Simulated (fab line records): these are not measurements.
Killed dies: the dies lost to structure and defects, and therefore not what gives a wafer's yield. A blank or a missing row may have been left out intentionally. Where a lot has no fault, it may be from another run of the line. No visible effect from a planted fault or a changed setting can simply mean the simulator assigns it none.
Matching of chambers :: flow n5-finfet :: N5_BEOL_M9_ILD_DEP_00 on pecvd-04: 3 sister chambers
The step deposits SiCOH lowk from DEMS/porogen, target thk 308.51 nm, time 58 s. 16 wafers are shown with their chamber, then 8 later ones without.

WAFERS, EACH WITH ITS CHAMBER
wafer: L075.1
chamber: 0
heater-power-w (W): 276
showerhead-plenum-p-Torr (Torr): 5.734
throttle-valve-pct (%): 13.4

wafer: L075.4
chamber: 0
heater-power-w (W): 284
showerhead-plenum-p-Torr (Torr): 5.750
throttle-valve-pct (%): 13.9

wafer: L075.6
chamber: 2
heater-power-w (W): 348
showerhead-plenum-p-Torr (Torr): 5.718
throttle-valve-pct (%): 13.5

wafer: L076.2
chamber: 0
heater-power-w (W): 303
showerhead-plenum-p-Torr (Torr): 5.745
throttle-valve-pct (%): 13.5

wafer: L076.5
chamber: 1
heater-power-w (W): 246
showerhead-plenum-p-Torr (Torr): 5.710
throttle-valve-pct (%): 13.8

wafer: L076.6
chamber: 0
heater-power-w (W): 243
showerhead-plenum-p-Torr (Torr): 5.741
throttle-valve-pct (%): 13.6

wafer: L079.1
chamber: 0
heater-power-w (W): 306
showerhead-plenum-p-Torr (Torr): 5.742
throttle-valve-pct (%): 13.7

wafer: L079.2
chamber: 1
heater-power-w (W): 286
showerhead-plenum-p-Torr (Torr): 5.718
throttle-valve-pct (%): 13.9

wafer: L079.3
chamber: 2
heater-power-w (W): 342
showerhead-plenum-p-Torr (Torr): 5.714
throttle-valve-pct (%): 13.7

wafer: L077.1
chamber: 0
heater-power-w (W): 269
showerhead-plenum-p-Torr (Torr): 5.738
throttle-valve-pct (%): 13.5

wafer: L077.4
chamber: 0
heater-power-w (W): 277
showerhead-plenum-p-Torr (Torr): 5.731
throttle-valve-pct (%): 13.5

wafer: L077.6
chamber: 2
heater-power-w (W): 326
showerhead-plenum-p-Torr (Torr): 5.722
throttle-valve-pct (%): 13.5

wafer: L080.3
chamber: 1
heater-power-w (W): 241
showerhead-plenum-p-Torr (Torr): 5.721
throttle-valve-pct (%): 14.0

wafer: L080.4
chamber: 1
heater-power-w (W): 248
showerhead-plenum-p-Torr (Torr): 5.728
throttle-valve-pct (%): 14.1

wafer: L080.5
chamber: 0
heater-power-w (W): 243
showerhead-plenum-p-Torr (Torr): 5.737
throttle-valve-pct (%): 13.4

wafer: L081.1
chamber: 2
heater-power-w (W): 351
showerhead-plenum-p-Torr (Torr): 5.726
throttle-valve-pct (%): 14.0

SIGNATURES (averages over the wafers above)
reading: heater-power-w
chamber 0: 275.12
chamber 1: 255.25
chamber 2: 341.75
scatter within a chamber: 20.7

reading: showerhead-plenum-p-Torr
chamber 0: 5.73975
chamber 1: 5.71925
chamber 2: 5.72000
scatter within a chamber: 0.00624

reading: throttle-valve-pct
chamber 0: 13.562
chamber 1: 13.950
chamber 2: 13.675
scatter within a chamber: 0.179
Rule: distance of a wafer from a chamber = root of the sum over the readings of ((wafer's reading minus chamber's mean) / reading's scatter) squared. If the next closest chamber is less than 2 further off than the closest, the wafer can't be placed; otherwise it belongs to the closest. The scatter: the root of (the sum of the squares of (reading less its chamber's mean) over the shown wafers, divided by (wafers less chambers)).

WAFERS WHOSE CHAMBER IS MISSING
wafer: L081.5
heater-power-w (W): 256
showerhead-plenum-p-Torr (Torr): 5.747
throttle-valve-pct (%): 13.8

wafer: L081.6
heater-power-w (W): 279
showerhead-plenum-p-Torr (Torr): 5.720
throttle-valve-pct (%): 13.7

wafer: L087.3
heater-power-w (W): 291
showerhead-plenum-p-Torr (Torr): 5.716
throttle-valve-pct (%): 14.1

wafer: L087.4
heater-power-w (W): 288
showerhead-plenum-p-Torr (Torr): 5.753
throttle-valve-pct (%): 13.6

wafer: L087.5
heater-power-w (W): 300
showerhead-plenum-p-Torr (Torr): 5.726
throttle-valve-pct (%): 13.7

wafer: L090.1
heater-power-w (W): 284
showerhead-plenum-p-Torr (Torr): 5.707
throttle-valve-pct (%): 14.0

wafer: L090.2
heater-power-w (W): 316
showerhead-plenum-p-Torr (Torr): 5.721
throttle-valve-pct (%): 13.4

wafer: L090.3
heater-power-w (W): 275
showerhead-plenum-p-Torr (Torr): 5.732
throttle-valve-pct (%): 13.5

WHICH CHAMBER EACH ONE RAN IN
wafer: L081.5
from the rows above: 0
in truth: 0

wafer: L081.6
from the rows above: can't be placed: 1 or 2 or 0
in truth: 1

wafer: L087.3
from the rows above: can't be placed: 1 or 2
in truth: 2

wafer: L087.4
from the rows above: 0
in truth: 0

wafer: L087.5
from the rows above: can't be placed: 2 or 0 or 1
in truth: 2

wafer: L090.1
from the rows above: can't be placed: 1 or 2
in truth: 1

wafer: L090.2
from the rows above: can't be placed: 2 or 0
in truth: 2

wafer: L090.3
from the rows above: 0
in truth: 0
Correctly placed: 3 of 8. From these rows, 5 cannot be placed; in 5 the true chamber is one of the candidates. 0 placed wrongly.
